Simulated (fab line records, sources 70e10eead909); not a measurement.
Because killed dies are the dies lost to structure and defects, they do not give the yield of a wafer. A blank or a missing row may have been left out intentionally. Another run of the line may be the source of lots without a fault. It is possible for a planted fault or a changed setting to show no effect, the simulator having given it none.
fab line records	flow nand_harc
record lots=6	wafers=18	last_day=33
route steps=1302 shown A_STAIRCASE@650 END@1302
lots with no fault: from the same line, run without faults
start_h: the number of hours between the record's first day and the start of the first shown wafer of the lot	wait_h: how many hours have passed since the lot's step before this one	" identical to the entry in the row above	L1.1+2: a row that stands for several wafers	- no value present, or no start provided	* or withheld: withheld	< > ~ a bound
route shown NAME@n: names a module that has steps shown in the file, with the first one's number in the route	usual: mean/standard deviation taken from wafers without a fault	same: alike in all rows	chamber/n: place in a boat	sites: readings site by site	_std_site: the values' standard deviation	_edge_site: outer sites' mean less inner sites'	radius_mm: for every site, how far away it sits from the centre of the wafer	mask NAME#n: copy n	behind: tool/chamber where the wafer was last shaped	hold: cause of the lot's hold/its duration in hours/its outcome	device: whichever transistor did not switch (one of n, p or np)	end of line: tests run on the same wafers once the route is complete	step lacking rows: just its recipe	killed: the dies lost at the first sort to structure and to defects; this is not the yield of the wafer	map: a wafer's dies, marking killed ones x, the rest . and places with no die _
set.NAME: the setting that was run; set.NAME@STEP: the one run at that earlier step	model.NAME: the simulator's own value behind a step, which no gauge read
lots seen at some steps along the route; tables by step, rows by wafer
services: a tool's chamber out of use, with start hour (start_h, from the record's first day; less than 0 if before it), hours out, and reason
## steps
# step NHARC_A_STAIRCASE_DESCUM_168
# recipe time_s=3	o2_flow_sccm=200	ar_flow_sccm=0	bias_power_w=0	chemistry=O2
# usual drypump_motor_current_A=5.7/0.47	oes_product_au=1.001/0.0068	rf_vpp_V=57.8/0.9	showerhead_plenum_p_Torr=1.91/0.098	throttle_valve_pct=11.311/0.009
lot.wafer	tool	chamber	start_h	wait_h	drypump_motor_current_A	oes_product_au	rf_hours_counter_h	rf_vpp_V	showerhead_plenum_p_Torr	throttle_valve_pct
L853.5	rie_diel-09	1	387.16	-	4.7	1.009	-	58.7	1.94	11.322
L853.4	"	2	"	"	6.1	1.010	-	58.8	2.07	11.310
L853.6	"	0	"	"	6.0	1.002	-	57.5	1.80	11.313
L863.3	rie_diel-09	2	485.43	-	6.1	1.003	47	58.8	2.06	11.289
L863.1	"	3	"	"	6.4	0.996	45	58.1	1.92	11.300
L863.4	"	0	"	"	6.0	0.988	49	57.5	1.79	11.318
L864.3	rie_diel-09	1	494.03	-	4.7	1.015	54	57.7	1.92	11.303
L864.1	"	3	"	"	6.5	1.003	46	57.2	1.92	11.313
L864.6	"	2	"	"	6.2	0.995	-	58.0	2.06	11.304
L866.1	rie_diel-01	3	512.12	-	5.9	1.005	40	56.6	1.80	11.319
L866.2	"	0	"	"	5.3	1.006	46	58.4	1.86	11.320
L866.5	"	0	"	"	5.3	1.003	-	57.0	1.87	11.309
L869.3	rie_diel-01	1	533.49	-	5.4	1.005	48	57.9	1.90	11.313
L869.4	"	3	"	"	5.8	1.001	49	57.6	1.80	11.319
L869.1	"	0	"	"	5.4	1.000	55	57.8	1.86	11.300
L871.3	rie_diel-09	1	562.13	-	4.7	1.004	20	57.6	1.92	11.315
L871.1	"	0	"	"	6.0	1.009	20	56.8	1.78	11.319
L871.5	"	1	"	"	4.7	1.003	-	57.6	1.92	11.313
# step NHARC_A_STAIRCASE_ETCH_169
# recipe target_depth_a=500	time_s=107.1	ion_energy_ev=120	ch3f_flow_sccm=50	o2_flow_sccm=30	ar_flow_sccm=200	rf_w=500	bias_w=100	chemistry=CH3F/O2
# usual drypump_motor_current_A=5.7/0.48	oes_product_au=0.961/0.017	rf_vpp_V=244.2/2	showerhead_plenum_p_Torr=2.44/0.12	throttle_valve_pct=20.663/0.0086
lot.wafer	tool	chamber	start_h	wait_h	drypump_motor_current_A	oes_product_au	rf_hours_counter_h	rf_vpp_V	showerhead_plenum_p_Torr	throttle_valve_pct
L853.6	rie_diel-09	0	387.33	0.1	6.0	0.928	-	242.8	2.31	20.655
L853.4	"	1	"	"	4.7	0.943	-	243.9	2.49	20.654
L853.5	"	2	"	"	6.2	0.935	-	247.9	2.65	20.659
L863.1	rie_diel-09	1	485.51	0.1	4.7	0.958	53	245.7	2.47	20.672
L863.4	"	2	"	"	6.1	0.965	47	247.2	2.64	20.665
L863.3	"	3	"	"	6.4	0.969	45	246.8	2.46	20.661
L864.3	rie_diel-09	3	494.12	0.1	6.4	0.980	46	243.3	2.46	20.666
L864.1	"	0	"	"	6.0	0.972	50	242.1	2.30	20.669
L864.6	"	2	"	"	6.2	0.958	-	244.9	2.64	20.667
L866.1	rie_diel-01	3	512.20	0.1	5.9	0.958	40	242.0	2.32	20.662
L866.2	"	1	"	"	5.5	0.976	42	243.9	2.44	20.655
L866.5	"	0	"	"	5.3	0.978	-	244.3	2.40	20.664
L869.4	rie_diel-01	0	533.57	0.1	5.4	0.976	55	241.3	2.39	20.675
L869.3	"	2	"	"	5.8	0.961	41	247.7	2.62	20.669
L869.1	"	3	"	"	5.9	0.976	49	242.6	2.31	20.677
L871.1	rie_diel-09	2	562.54	0.4	6.2	0.926	17	247.7	2.63	20.664
L871.3	"	0	"	"	6.0	0.945	20	240.9	2.29	20.660
L871.5	"	2	"	"	6.1	0.935	-	246.5	2.63	20.661
# step NHARC_A_STAIRCASE_ETCH_170
# recipe target_depth_a=2000	time_s=66.667	ion_energy_ev=250	c4f6_flow_sccm=25	o2_flow_sccm=20	ar_flow_sccm=500	rf_w=600	bias_w=500	chemistry=C4F6/O2
# usual drypump_motor_current_A=5.7/0.47	oes_product_au=0.974/0.015	rf_vpp_V=546/3.9	showerhead_plenum_p_Torr=3.90/0.18	throttle_valve_pct=26.901/0.0087
lot.wafer	tool	chamber	start_h	wait_h	drypump_motor_current_A	oes_product_au	rf_hours_counter_h	rf_vpp_V	showerhead_plenum_p_Torr	throttle_valve_pct
L853.4	rie_diel-09	1	-	-	4.7	0.987	-	548	3.96	26.892
L853.6	"	2	"	"	6.2	0.987	-	553	4.22	26.898
L853.5	"	0	"	"	6.0	0.978	-	542	3.70	26.902
L863.3	rie_diel-09	0	-	-	6.0	0.981	49	542	3.69	26.888
L863.4	"	1	"	"	4.7	0.979	53	548	3.94	26.913
L863.1	"	2	"	"	6.1	0.961	47	553	4.20	26.899
L864.1	rie_diel-09	3	-	-	6.5	0.984	46	546	3.93	26.908
L864.3	"	0	"	"	6.0	0.982	50	542	3.68	26.905
L864.6	"	0	"	"	6.0	0.975	-	541	3.69	26.904
L866.2	rie_diel-01	3	-	-	5.9	0.983	40	543	3.71	26.894
L866.1	"	0	"	"	5.4	0.981	46	546	3.83	26.889
L866.5	"	1	"	"	5.5	0.986	-	548	3.90	26.910
L869.4	rie_diel-01	3	-	-	5.9	0.991	49	541	3.71	26.910
L869.1	"	0	"	"	5.4	0.988	55	545	3.83	26.905
L869.3	"	2	"	"	5.8	0.973	41	552	4.16	26.892
L871.1	rie_diel-09	3	-	-	6.4	0.980	17	546	3.92	26.886
L871.3	"	2	"	"	6.2	0.971	17	552	4.19	26.893
L871.5	"	0	"	"	6.0	0.981	-	541	3.67	26.894
# step NHARC_A_STAIRCASE_STRIP_171
# recipe power_w=1500	temp_c=250	chemistry=O2
# usual drypump_motor_current_A=5.9/0.56	heater_power_w=345/50
lot.wafer	tool	chamber	start_h	wait_h	drypump_motor_current_A	heater_power_w	rf_hours_counter_h
L853.4	plasma_asher-02	0	389.33	-	6.2	432	-
L853.5	"	1	"	"	5.9	279	-
L853.6	"	0	"	"	6.2	431	-
L863.1	plasma_asher-01	0	485.73	-	5.0	331	29
L863.4	"	0	"	"	4.9	329	-
L863.3	"	1	"	"	6.5	352	-
L864.1	plasma_asher-01	0	494.45	-	4.9	327	30
L864.3	"	1	"	"	6.5	355	-
L864.6	"	1	"	"	6.5	343	-
L866.2	plasma_asher-02	0	512.43	-	6.2	410	15
L866.1	"	1	"	"	5.9	280	15
L866.5	"	1	"	"	5.9	286	-
L869.1	plasma_asher-01	1	533.85	-	6.5	346	1
L869.3	"	0	"	"	4.9	316	-
L869.4	"	1	"	"	6.5	359	-
L871.1	plasma_asher-02	1	562.83	-	5.9	291	27
L871.3	"	1	"	"	5.9	287	-
L871.5	"	0	"	"	6.2	400	-
# step NHARC_A_STAIRCASE_STRIP_172
# recipe time_s=900	temp_c=130	chemistry=SPM
# step NHARC_A_STAIRCASE_PRECLEAN_173
# recipe time_s=*	temp_c=50	bath_age_min=0	chemistry=SC1
# step NHARC_A_STAIRCASE_SRD_174
# step NHARC_A_STAIRCASE_DEHYDRATE_01
# recipe temp_c=150	time_s=120
# step NHARC_A_STAIRCASE_HMDS_02
# recipe time_s=30
# step NHARC_A_STAIRCASE_COAT_03
# recipe spin_rpm=1200
# step NHARC_A_STAIRCASE_SOFTBAKE_04
# recipe temp_c=135	time_s=170
# step NHARC_A_STAIRCASE_EBR_05
# step NHARC_A_STAIRCASE_EXPOSE_06
# recipe na=0.5	dose_mj=25.43	mask_id=STAIR
# usual exposure_dose_mJ_cm2=25.426/0.028	reticle_temp_C=22.98/0.11
lot.wafer	tool	chamber	start_h	wait_h	mask	exposure_dose_mJ_cm2	reticle_temp_C
L853.4	krf_scanner-03	0	390.34	-	STAIR#0	25.433	22.92
L853.5	"	0	"	"	STAIR#0	25.471	22.84
L853.6	"	0	"	"	STAIR#0	25.461	22.95
L863.1	krf_scanner-03	0	486.87	-	STAIR#0	23.361	22.89
L863.3	"	0	"	"	STAIR#0	23.389	22.80
L863.4	"	0	"	"	STAIR#0	23.398	23.13
L864.1	krf_scanner-03	0	495.67	-	STAIR#0	23.342	22.74
L864.3	"	0	"	"	STAIR#0	23.373	22.77
L864.6	"	0	"	"	STAIR#0	23.342	22.96
L866.1	krf_scanner-04	0	513.57	-	STAIR#0	25.455	22.94
L866.2	"	0	"	"	STAIR#0	25.448	22.95
L866.5	"	0	"	"	STAIR#0	25.383	22.83
L869.1	krf_scanner-04	0	534.94	-	STAIR#0	25.456	23.01
L869.3	"	0	"	"	STAIR#0	25.410	23.04
L869.4	"	0	"	"	STAIR#0	25.438	23.21
L871.1	krf_scanner-01	0	563.92	-	STAIR#0	25.440	23.09
L871.3	"	0	"	"	STAIR#0	25.475	23.06
L871.5	"	0	"	"	STAIR#0	25.427	23.00
# step NHARC_A_STAIRCASE_PEB_07
# recipe peb_temp_c=115	peb_time_s=130
# step NHARC_END_SORT_01
# recipe temp_c=25
# usual killed_at_array=52/19	killed_at_other=0.8/1	killed_at_periphery=3.7/2.5	killed_dies=56/19	killed_open=3.5/2	killed_short=2.2/1.4
# same gross_dies=677
lot.wafer	tool	chamber	start_h	wait_h	killed_at_array	killed_at_other	killed_at_periphery	killed_dies	killed_open	killed_short
L853.4	prober-01	0	599.13	3.4	51	0	8	59	5	2
L853.5	prober-01	0	599.92	3.7	31	1	4	36	1	3
L853.6	prober-01	0	600.70	3.9	42	1	0	43	1	0
L863.1	prober-01	0	691.63	2.5	19	0	9	28	3	3
L863.3	prober-01	0	693.21	3.1	24	0	6	30	4	3
L863.4	prober-01	0	694.00	3.4	26	0	18	44	9	1
L864.1	prober-01	0	704.64	2.5	45	1	5	51	3	4
L864.3	prober-01	0	706.24	3.1	45	0	3	48	6	2
L864.6	prober-01	0	708.63	4.0	56	1	6	63	8	3
L866.1	prober-01	0	724.72	2.5	42	1	3	46	3	1
L866.2	prober-01	0	725.52	2.8	23	1	5	29	4	0
L866.5	prober-01	0	727.90	3.7	51	3	12	66	9	2
L869.1	prober-01	0	740.22	2.5	55	0	4	59	4	1
L869.3	prober-01	0	741.82	3.1	65	1	6	72	4	2
L869.4	prober-01	0	742.62	3.4	67	0	4	71	2	1
L871.1	prober-02	0	778.30	2.5	56	1	2	59	5	4
L871.3	prober-02	0	779.91	3.1	53	2	5	60	7	1
L871.5	prober-02	0	781.52	3.7	60	0	8	68	4	2
# killed by level:class
L853.4 A_SLIT:chamber_film_flake=27 A_CHANNEL_HOLE_D2:chamber_film_flake=10 A_CHANNEL_HOLE_D1:chamber_film_flake=5 P_GATE:chamber_film_flake=3 A_CONTACT:chamber_film_flake=3 A_CHANNEL_FILL_D1:geometric_particle:short=2 P_STI:chamber_film_flake=2 A_CHANNEL_FILL_D1:chamber_film_flake=2
L853.5 A_SLIT:chamber_film_flake=20 A_CHANNEL_HOLE_D2:chamber_film_flake=6 P_M0:geometric_particle:open=1 A_CHANNEL_HOLE_D1:geometric_particle:short=1 A_CHANNEL_FILL_D1:geometric_particle:short=1 A_CHANNEL_HOLE_D2:geometric_particle:short=1 P_ZERO_WELL:chamber_film_flake=1 P_GATE:chamber_film_flake=1
L853.6 A_SLIT:chamber_film_flake=27 A_CHANNEL_HOLE_D2:chamber_film_flake=7 A_CHANNEL_HOLE_D1:chamber_film_flake=2 A_SOURCE_PLATE:geometric_particle:open=1 A_CHANNEL_FILL_D1:chamber_film_flake=1 A_STAIRCASE:chamber_film_flake=1 A_DECK1_JOINT:chamber_film_flake=1 A_WL_FILL:chamber_film_flake=1
L863.1 P_BONDPAD:chamber_film_flake=7 A_CHANNEL_HOLE_D1:chamber_film_flake=5 A_DECK1_JOINT:geometric_particle:short=2 A_STAIRCASE:chamber_film_flake=2 A_SLIT:chamber_film_flake=2 A_WL_FILL:chamber_film_flake=2 P_M0:geometric_particle:short=1 A_CHANNEL_FILL_D1:geometric_particle:open=1
L863.3 A_CHANNEL_HOLE_D1:chamber_film_flake=9 P_M1:chamber_film_flake=4 A_STAIRCASE:chamber_film_flake=3 A_SLIT:chamber_film_flake=3 A_ONON_D1:geometric_particle:short=2 A_DECK1_JOINT:geometric_particle:open=2 P_BONDPAD:chamber_film_flake=2 A_CHANNEL_HOLE_D1:geometric_particle:open=1
L863.4 A_CHANNEL_HOLE_D1:chamber_film_flake=9 P_BONDPAD:chamber_film_flake=8 P_M1:chamber_film_flake=7 A_BONDPAD:chamber_film_flake=4 A_CHANNEL_FILL_D1:geometric_particle:open=3 A_CHANNEL_FILL_D2:geometric_particle:open=2 A_STAIRCASE:chamber_film_flake=2 P_GATE:geometric_particle:open=1
L864.1 A_CHANNEL_HOLE_D1:chamber_film_flake=30 A_CONTACT:chamber_film_flake=4 P_CONTACT:geometric_particle:short=2 A_DECK1_JOINT:chamber_film_flake=2 A_SLIT:chamber_film_flake=2 A_BONDPAD:chamber_film_flake=2 P_STI:geometric_particle:short=1 A_ONON_D2:geometric_particle:open=1
L864.3 A_CHANNEL_HOLE_D1:chamber_film_flake=23 A_CONTACT:chamber_film_flake=6 A_STAIRCASE:chamber_film_flake=4 A_SLIT:chamber_film_flake=2 A_DECK1_JOINT:chamber_film_flake=2 P_GATE:geometric_particle:open=1 P_CONTACT:geometric_particle:open=1 A_ONON_D1:geometric_particle:open=1
L864.6 A_CHANNEL_HOLE_D1:chamber_film_flake=31 A_CONTACT:chamber_film_flake=5 P_BONDPAD:chamber_film_flake=4 A_CHANNEL_FILL_D2:geometric_particle:open=3 A_STAIRCASE:chamber_film_flake=3 A_SLIT:chamber_film_flake=3 A_ONON_D2:geometric_particle:open=2 A_CHANNEL_HOLE_D1:geometric_particle:open=1
L866.1 A_CHANNEL_HOLE_D1:chamber_film_flake=24 A_SLIT:chamber_film_flake=5 A_CONTACT:chamber_film_flake=5 P_STI:chamber_film_flake=2 A_WL_FILL:geometric_particle:open=2 A_CHANNEL_FILL_D2:geometric_particle:short=1 A_CONTACT:geometric_particle:open=1 P_CONTACT:chamber_film_flake=1
L866.2 A_CHANNEL_HOLE_D1:chamber_film_flake=11 P_STI:chamber_film_flake=3 A_SLIT:chamber_film_flake=3 A_CHANNEL_FILL_D2:chamber_film_flake=2 P_CONTACT:geometric_particle:open=1 A_DECK1_JOINT:geometric_particle:open=1 A_WL_FILL:geometric_particle:open=1 A_M0:geometric_particle:open=1
L866.5 A_CHANNEL_HOLE_D1:chamber_film_flake=31 P_STI:chamber_film_flake=5 A_CONTACT:chamber_film_flake=4 A_SLIT:chamber_film_flake=3 P_CONTACT:geometric_particle:open=2 A_ONON_D1:geometric_particle:open=2 P_CONTACT:chamber_film_flake=2 A_CHANNEL_HOLE_D2:chamber_film_flake=2
L869.1 A_SLIT:chamber_film_flake=34 A_CHANNEL_HOLE_D1:chamber_film_flake=11 A_CONTACT:chamber_film_flake=3 A_CHANNEL_FILL_D2:chamber_film_flake=2 A_WL_FILL:chamber_film_flake=2 P_GATE:geometric_particle:open=1 P_CONTACT:geometric_particle:open=1 P_M0:geometric_particle:open=1
L869.3 A_SLIT:chamber_film_flake=34 A_CHANNEL_HOLE_D1:chamber_film_flake=14 A_CONTACT:chamber_film_flake=5 A_STAIRCASE:chamber_film_flake=4 P_GATE:chamber_film_flake=3 P_CONTACT:chamber_film_flake=2 P_GATE:geometric_particle:open=1 A_ONON_D1:geometric_particle:short=1
L869.4 A_SLIT:chamber_film_flake=29 A_CHANNEL_HOLE_D1:chamber_film_flake=25 A_CONTACT:chamber_film_flake=4 P_GATE:chamber_film_flake=3 A_DECK1_JOINT:chamber_film_flake=2 A_WL_FILL:chamber_film_flake=2 A_ONON_D1:geometric_particle:short=1 A_CONTACT:geometric_particle:open=1
L871.1 A_SLIT:chamber_film_flake=30 A_STAIRCASE:chamber_film_flake=6 A_CHANNEL_HOLE_D1:chamber_film_flake=5 A_CHANNEL_HOLE_D1:unspecified=3 A_ONON_D1:geometric_particle:open=2 A_WL_FILL:geometric_particle:short=2 A_CHANNEL_FILL_D1:chamber_film_flake=2 P_M0:geometric_particle:short=1
L871.3 A_SLIT:chamber_film_flake=34 A_STAIRCASE:chamber_film_flake=5 A_CHANNEL_HOLE_D1:chamber_film_flake=3 A_CONTACT:chamber_film_flake=3 P_GATE:geometric_particle:open=2 THIN_TSV:chamber_film_flake=2 P_STI:geometric_particle:open=1 P_CONTACT:geometric_particle:open=1
L871.5 A_SLIT:chamber_film_flake=39 A_CHANNEL_HOLE_D1:chamber_film_flake=7 A_CONTACT:chamber_film_flake=7 P_CONTACT:geometric_particle:open=3 P_STI:chamber_film_flake=3 A_CHANNEL_FILL_D1:chamber_film_flake=3 P_CONTACT:geometric_particle:short=1 A_M0:geometric_particle:open=1
## services
tool	chamber	start_h	hours	kind
rie_diel-09	2	364.38	10.6	repair
rie_diel-01	0	374.13	15.2	repair
rie_diel-09	0	380.71	-	clean
krf_scanner-04	-	382.18	6.0	repair
rie_diel-01	-	384.07	9.0	pm
rie_diel-09	3	384.61	4.6	repair
krf_scanner-03	-	396.76	4.0	pm
krf_scanner-01	-	397.04	1.4	repair
krf_scanner-04	-	399.80	1.7	repair
rie_diel-09	0	421.94	3.4	repair
plasma_asher-02	-	426.04	9.0	pm
krf_scanner-04	-	436.41	0.4	repair
rie_diel-01	1	440.03	2.8	repair
plasma_asher-01	-	459.23	1.2	repair
rie_diel-01	3	476.54	5.0	repair
krf_scanner-01	-	478.77	1.4	repair
krf_scanner-01	-	484.00	4.0	pm
rie_diel-01	2	484.32	20.3	repair
rie_diel-09	-	499.71	9.0	pm
krf_scanner-03	-	514.26	0.7	repair
plasma_asher-01	-	519.00	9.0	pm
krf_scanner-04	-	527.13	4.0	pm
krf_scanner-03	-	550.88	11.0	repair
rie_diel-01	-	561.14	9.0	pm
## key
first_sign step=NHARC_A_STAIRCASE_EXPOSE_06	reading=exposure_dose_mJ_cm2	direction=down	sigmas=73	usual=25.426	struck=23.367
effect none on later readings
met_at NHARC_A_STAIRCASE_EXPOSE_06
struck_wafers L863.1,L863.3,L863.4,L864.1,L864.3,L864.6
tester_left_out L863,L864
onset_between 390.34 486.87
fault kind=process_parameter_drift	tool=krf_scanner-03	chamber=-	onset_h=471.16	steps=NHARC_A_STAIRCASE_EXPOSE_06	channel=dose_mj	offset=-2.0692	shape=step	acts_in=these_recipes_only	stated=25.43
# tester_left_out: of these lots the tester's yield and bins aren't shown, on N5 and GAA mostly nor the transistor test; their killed dies are dies lost to structure and defects alone, not to doping, threshold or leakage, so they don't give the yield
